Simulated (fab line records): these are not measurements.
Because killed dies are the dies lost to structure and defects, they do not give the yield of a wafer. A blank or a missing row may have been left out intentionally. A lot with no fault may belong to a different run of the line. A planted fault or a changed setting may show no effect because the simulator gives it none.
A lot that was struck, set against a sound lot + flow n5 finfet + 41 out of 1938 route steps
Sound: wafers L899.2, L899.3, L899.4. Struck: wafer L912.5 (left out: L912.3, L912.6 of the same lot, which were not struck); the cause appears at the end.
For every step that has rows: the tool of each side, followed by ch and its chambers, followed by its first start. Under that, the readings that differ: sound wafers + struck wafers + difference of the means + sigmas: that difference in standard deviations of wafers without a fault.
alike: same words and numbers on both sides, and readings whose means sit less than 2 such deviations apart. not compared: any withheld reading, any reading some wafer has no value for, any bound like >300 that may hide the same value, and any number with overlapping values for which the record gives no deviation.
Wherever a step has rows on one side only, a row that says differs or no value, or a row with sigmas, the two part there. Numbers that have no deviation but don't overlap get no sigmas and don't part them. A reading that every wafer of one side lacks parts them only if that side has two wafers or more.

first, 12 steps without rows for these wafers: N5_HKMG_FIN_DESCUM_17 (chemistry O2, time 7.9 s); N5_HKMG_FIN_ETCH_31 (etches SiARC in CF4, target depth 45.5 nm, time 75.8 s); N5_HKMG_FIN_ETCH_32 (etches SOC in N2/H2, target depth 240 nm, time 300 s); N5_HKMG_FIN_STRIP_33 (strips in N2/H2); N5_HKMG_FIN_STRIP_34 (strips in CF4); N5_HKMG_FIN_ETCH_35 (etches SOC in N2/H2, target depth 215.8 nm, time 243.4 s); N5_HKMG_FIN_STRIP_92 (strips SOC in N2/H2, time 20 s); N5_HKMG_FIN_WET_ETCH_18 (etches TiN in SC1, time 55 s, target depth 5.2 nm, rinse time 30 s); N5_HKMG_FIN_STRIP_19 (strips in N2/H2, time 360 s); N5_HKMG_FIN_ALD_91 (deposits TiN, target thk 1 nm, pulse time 1 s, purge time 3 s); N5_HKMG_FIN_COAT_85 (time 60 s, resist thk 300 nm); N5_HKMG_FIN_ETCH_86 (etches SOC in N2/H2, stops on TiN, target depth 393.2 nm).
N5_HKMG_FIN_STRIP_89: strips SOC in N2/H2, time 20 s.
  sound on rie diel-06 ch 0,1,2, day 4 14:23; struck on rie diel-05 ch 3, day 7 16:02
| reading          | sound             | struck | difference | sigmas |
|------------------|-------------------|--------|------------|--------|
| bias power w (W) | 8.005 8.058 8.025 | 7.972  | -0.057     | -2     |
  alike: drypump motor current A, n2 flow sccm, oes product au, power w, rf vpp V, showerhead plenum p Torr, throttle valve pct
  not compared: rf hours counter h
then, 2 steps without rows for these wafers: N5_HKMG_FIN_WET_ETCH_87 (etches TiN in SC1, time 154.2 s, target depth 4.7 nm, rinse time 30 s); N5_HKMG_FIN_STRIP_88 (strips in N2/H2, time 360 s).
N5_HKMG_FIN_NWFM_ALD_20: deposits TiAlC, target thk 2 nm, pulse time 3 s, purge time 2 s.
  sound on ald metal-03 ch 0,1,3, day 4 14:58; struck on ald metal-04 ch 2, day 7 16:36
  alike: heater power w, precursor pulse height rel
N5_HKMG_FIN_ALD_71: deposits TiN, target thk 1 nm, pulse time 1 s, purge time 3 s.
  sound on ald metal-03 ch 0,1,3, day 4 15:04; struck on ald metal-04 ch 2, day 7 16:42
  alike: heater power w, precursor pulse height rel
then, 8 steps without rows for these wafers: N5_HKMG_FIN_COAT_66 (time 60 s, resist thk 300 nm); N5_HKMG_FIN_ETCH_67 (etches SOC in N2/H2, stops on TiN, target depth 388.9 nm); N5_HKMG_FIN_STRIP_90 (strips SOC in N2/H2, time 20 s); N5_HKMG_FIN_WET_ETCH_73 (etches the open film in SC1, time 42.3 s, target depth 1.3 nm, rinse time 30 s); N5_HKMG_FIN_ETCHBACK_68 (etches the open film in Cl2/Ar, stops on HfO2, target depth 0.5 nm); N5_HKMG_FIN_STRIP_69 (strips in N2/H2, time 360 s); N5_HKMG_FIN_ALD_21 (deposits TiN, target thk 1.5 nm, pulse time 1 s, purge time 3 s); N5_HKMG_FIN_ALD_72 (deposits W, target thk 2 nm, pulse time 1 s, purge time 2 s).
N5_HKMG_FIN_W_FILL_22: material W, target thk 60 nm, time 18.2 s.
  sound on cvd w-02 ch 0,1, day 4 16:39; struck on cvd w-02 ch 1, day 7 18:13
  alike: heater power w, throttle valve pct
then, 4 steps without rows for these wafers: N5_HKMG_FIN_PRECLEAN_83 (cleans in DIW, time 57.5 s); N5_HKMG_FIN_SRD_84 (dry time 32 s); N5_HKMG_FIN_CMP_23 (polishes, stops on SiNx, t overpolish 10 s, target thk 46.326 nm); N5_HKMG_FIN_CMP_94 (polishes, stops on SiNx, t overpolish 4.7 s, target thk 43.299 nm).
N5_GATE_CUT_ETCHBACK_00: etches W in SF6/Cl2.
  sound on rie metal-01 ch 0,1, day 4 17:30; struck on rie metal-03 ch 1, day 7 19:06
  alike: drypump motor current A, he backside leak sccm, oes product au, throttle valve pct
  not compared: rf hours counter h
then, 1 step without rows for these wafers: N5_GATE_CUT_ETCH_56 (etches TiN in Cl2/Ar, target depth 21.6 nm).
N5_GATE_CUT_ETCHBACK_30: etches TiN in Cl2/Ar, target depth 3 nm.
  sound on rie metal-01 ch 0,1, day 4 17:43; struck on rie metal-03 ch 1, day 7 19:17
  alike: drypump motor current A, he backside leak sccm, oes product au, throttle valve pct
  not compared: rf hours counter h
then, 7 steps without rows for these wafers: N5_GATE_CUT_VAPOR_ETCH_60 (etches HfO2 in BCl3/Cl2); N5_GATE_CUT_ETCH_58 (etches SiNx in CH3F/O2, target depth 17 nm, time 128.6 s); N5_GATE_CUT_STRIP_59 (strips in N2/H2, time 20 s); N5_GATE_CUT_PRECLEAN_31 (cleans in DIW, time 300 s); N5_GATE_CUT_SRD_32 (time 30 s); N5_GATE_CUT_SAC_CAP_01 (material SiNx, target thk 24 nm, pulse time 1 s, ald cycles 480); N5_GATE_CUT_PECVD_57 (deposits SiNx from SiH4/NH3/N2, target thk 21 nm).
-- here the record skips 11 days between the struck wafers' starts before and after, leaving off in module GATE_CUT and picking up in module PASSIVATION (first step shown: number 1936 of the route) --
N5_PASSIVATION_PROBE_49:
  rows exist in the record for the struck wafers here (prober-01, day 18 08:59), but not for the sound ones

WHERE THEY PART
At N5_HKMG_FIN_STRIP_89 first; at N5_PASSIVATION_PROBE_49 last (within this record only).

WHY: what had been put in by the simulator
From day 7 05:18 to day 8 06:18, rie diel-05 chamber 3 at N5_HKMG_FIN_STRIP_89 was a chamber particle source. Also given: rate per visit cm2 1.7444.
